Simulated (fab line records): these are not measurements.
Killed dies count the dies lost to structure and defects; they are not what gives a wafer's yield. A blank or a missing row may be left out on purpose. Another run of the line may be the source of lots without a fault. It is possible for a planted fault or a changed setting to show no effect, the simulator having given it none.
Chamber matching + flow n5 finfet + 3 sister chambers for N5_BEOL_M13_ILD_DEP_00 on pecvd-03
The step deposits SiOC from DEMS/O2, target thk 837.92 nm, time 166.4 s. 3 wafers are shown with their chamber, then 7 later ones without.

## WAFERS, EACH WITH ITS CHAMBER
| wafer  | chamber | throttle valve pct (%) |
|--------|---------|------------------------|
| L087.5 | 1       | 12.0                   |
| L094.1 | 0       | 13.3                   |
| L094.4 | 2       | 12.1                   |

## WAFERS MISSING THEIR CHAMBER
| wafer  | throttle valve pct (%) |
|--------|------------------------|
| L094.5 | 13.4                   |
| L095.2 | 11.8                   |
| L095.4 | 12.0                   |
| L095.6 | 13.1                   |
| L096.1 | 12.3                   |
| L096.5 | 12.3                   |
| L096.6 | 13.3                   |

## WHICH CHAMBER EACH ONE RAN IN
| wafer  | from the rows above     | in truth |
|--------|-------------------------|----------|
| L094.5 | 0                       | 0        |
| L095.2 | can't be placed: 1 or 2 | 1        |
| L095.4 | can't be placed: 1 or 2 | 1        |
| L095.6 | 0                       | 0        |
| L096.1 | can't be placed: 2 or 1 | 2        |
| L096.5 | can't be placed: 2 or 1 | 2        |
| L096.6 | 0                       | 0        |
Placed correctly: 3 of 7. Can't be placed from these rows: 4 (the true chamber is among the candidates in 4). Placed wrongly: 0.
How it was worked out, from the rows above alone: a wafer's distance from a chamber is the root of the sum, over the readings, of the square of ((its reading less the chamber's mean) divided by the reading's scatter). The wafer belongs to the nearest chamber; if the next one is less than 2 further off, it can't be placed. For every chamber, the mean is computed from those of its wafers that are shown. The scatter (one wafer shown for each chamber): square how far every hidden wafer sits from the nearest shown wafer, average those squares and take the square root.
